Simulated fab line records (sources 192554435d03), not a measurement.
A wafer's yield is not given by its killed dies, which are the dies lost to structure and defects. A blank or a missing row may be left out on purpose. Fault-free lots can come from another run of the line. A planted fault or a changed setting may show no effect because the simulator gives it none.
Chamber matching :: flow n5Finfet :: N5_PMOS_HMC_CHANNEL_EPI_FIN_RECESS_16 on rieSi-06 has 4 sister chambers
The step chemistry HBr/Cl2, target Si, target depth 54 nm, time 18 s. 4 wafers are shown with their chamber, then 7 later ones without.

## WAFERS, EACH WITH ITS CHAMBER
wafer: L153.3
chamber: 2
throttleValvePct (%): 35.32

wafer: L167.5
chamber: 1
throttleValvePct (%): 35.63

wafer: L168.1
chamber: 0
throttleValvePct (%): 35.69

wafer: L168.3
chamber: 3
throttleValvePct (%): 35.74

## WAFERS MISSING THEIR CHAMBER
wafer: L168.6
throttleValvePct (%): 35.76

wafer: L169.1
throttleValvePct (%): 35.76

wafer: L169.2
throttleValvePct (%): 35.35

wafer: L169.5
throttleValvePct (%): 35.65

wafer: L171.4
throttleValvePct (%): 35.33

wafer: L171.5
throttleValvePct (%): 35.75

wafer: L171.6
throttleValvePct (%): 35.33

## THE CHAMBER EACH PASSED THROUGH
wafer: L168.6
from the rows above: 3
in truth: 3

wafer: L169.1
from the rows above: 3
in truth: 3

wafer: L169.2
from the rows above: 2
in truth: 2

wafer: L169.5
from the rows above: can't be placed: 1 or 0
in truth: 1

wafer: L171.4
from the rows above: 2
in truth: 2

wafer: L171.5
from the rows above: 3
in truth: 3

wafer: L171.6
from the rows above: 2
in truth: 2
Correct placement for 6 of the 7. Cannot be placed on the basis of these rows: 1; the candidates contain the true chamber in 1. Wrongly placed: 0.
How it was worked out, from the rows above alone: a wafer's distance from a chamber is the root of the sum, over the readings, of the square of ((its reading less the chamber's mean) divided by the reading's scatter). The wafer belongs to the nearest chamber; if the next one is less than 2 further off, it can't be placed. Each chamber's mean is taken over the wafers shown for it. The scatter: root of mean squared gap, hidden wafer to nearest shown wafer, with one shown wafer a chamber.
